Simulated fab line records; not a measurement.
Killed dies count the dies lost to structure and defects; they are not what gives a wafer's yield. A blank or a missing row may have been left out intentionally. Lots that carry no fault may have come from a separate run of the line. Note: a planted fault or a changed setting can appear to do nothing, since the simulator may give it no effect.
A lot that was struck, set against a sound lot || flow nand_harc || 14 out of 1302 route steps
Sound: these wafers, L287.2, L287.4, L287.6. Struck: wafer L301.3 (left out: L301.2, a lot-mate that was not struck); the cause follows at the end.
Order at every step that has rows: each side's tool, ch and its chambers, its first start. Under that, the readings that differ: sound wafers || struck wafers || difference of the means || sigmas: that difference in standard deviations of wafers without a fault.
alike: a reading whose means differ by less than 2 such deviations, as well as words and numbers matching on both sides. not compared: withheld readings; readings where some wafer has no value; bounds like >300 that might hide an equal value; numbers whose values overlap and for which the record gives no deviation.
The two part at a step that has a row with sigmas, a row that says differs or no value, or rows on one side only. Non-overlapping numbers with no deviation appear without sigmas and do not part them. A reading missing from all wafers of one side parts the sides only when that side holds two or more wafers.

first, 7 steps without rows for these wafers: NHARC_A_CHANNEL_HOLE_D1_COAT_37 (time 65 s); NHARC_A_CHANNEL_HOLE_D1_COAT_04 (resist thk 90 nm); NHARC_A_CHANNEL_HOLE_D1_SOFTBAKE_05 (time 55 s); NHARC_A_CHANNEL_HOLE_D1_EBR_06; NHARC_A_CHANNEL_HOLE_D1_EXPOSE_07 (exposes mask HOLE D1, target cd 100 nm); NHARC_A_CHANNEL_HOLE_D1_PEB_08 (peb time 65 s); NHARC_A_CHANNEL_HOLE_D1_DEVELOP_09 (develop time 35 s).
NHARC_A_CHANNEL_HOLE_D1_CD_MEAS_10: target cd 100 nm.
  sound on cd_sem-03 ch 0, day 9 16:23; struck on cd_sem-02 ch 0, day 15 17:38
  alike: cd_nm
NHARC_A_CHANNEL_HOLE_D1_OVL_MEAS_11:
  sound on overlay-02 at day 9 16:28; struck on overlay-02 at day 15 17:43
  alike: overlay_x_nm, overlay_y_nm
NHARC_A_CHANNEL_HOLE_D1_INSPECT_12:
  sound on defect_inspect-01 at day 9 16:30; struck on defect_inspect-02 at day 15 17:46
  alike: raw_defect_count
NHARC_A_CHANNEL_HOLE_D1_DESCUM_15: chemistry O2, time 3 s.
  sound on rie_diel-13 ch 1,2,3, day 9 16:35; struck on rie_diel-13 ch 2, day 15 17:50
  alike: drypump_motor_current_A, oes_product_au, rf_vpp_V, showerhead_plenum_p_Torr, throttle_valve_pct
  not compared: rf_hours_counter_h
NHARC_A_CHANNEL_HOLE_D1_ETCH_38: etches the open film in CF4, target depth 39 nm, time 65 s.
  sound on rie_diel-13 ch 2,3, day 9 16:50; struck on rie_diel-13 ch 1, day 15 18:01
  alike: drypump_motor_current_A, oes_product_au, rf_vpp_V, run_length_s, showerhead_plenum_p_Torr, throttle_valve_pct
  not compared: rf_hours_counter_h
NHARC_A_CHANNEL_HOLE_D1_ETCH_39: etches the open film in N2/H2, target depth 260 nm, time 325 s.
  sound on rie_diel-13 ch 1,2, day 9 16:56; struck on rie_diel-13 ch 0, day 15 18:10
{"reading": "run_length_s (s)", "sound": "345.3 346.1 345.6", "struck": 266.4, "difference": -79.3, "sigmas": "-99 or more"}
  alike: drypump_motor_current_A, oes_product_au, rf_vpp_V, showerhead_plenum_p_Torr, throttle_valve_pct
  not compared: rf_hours_counter_h
NHARC_A_CHANNEL_HOLE_D1_ETCH_34: etches the open film in CF4/CHF3, target depth 154 nm, time 77 s.
  sound on rie_diel-13 ch 1,2; struck on rie_diel-13 ch 0
{"reading": "run_length_s (s)", "sound": "97.9 97.4 97.9", "struck": 99.2, "difference": "+1.5", "sigmas": "+3"}
  alike: drypump_motor_current_A, oes_product_au, rf_vpp_V, showerhead_plenum_p_Torr, throttle_valve_pct
  not compared: rf_hours_counter_h

== WHERE THEY PART ==
Last at NHARC_A_CHANNEL_HOLE_D1_ETCH_34 as far as this record goes, first at NHARC_A_CHANNEL_HOLE_D1_ETCH_39.

WHY: whatever the simulator had introduced
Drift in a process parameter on rie_diel-13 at NHARC_A_CHANNEL_HOLE_D1_ETCH_39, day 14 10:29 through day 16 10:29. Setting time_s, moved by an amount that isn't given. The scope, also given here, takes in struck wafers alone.
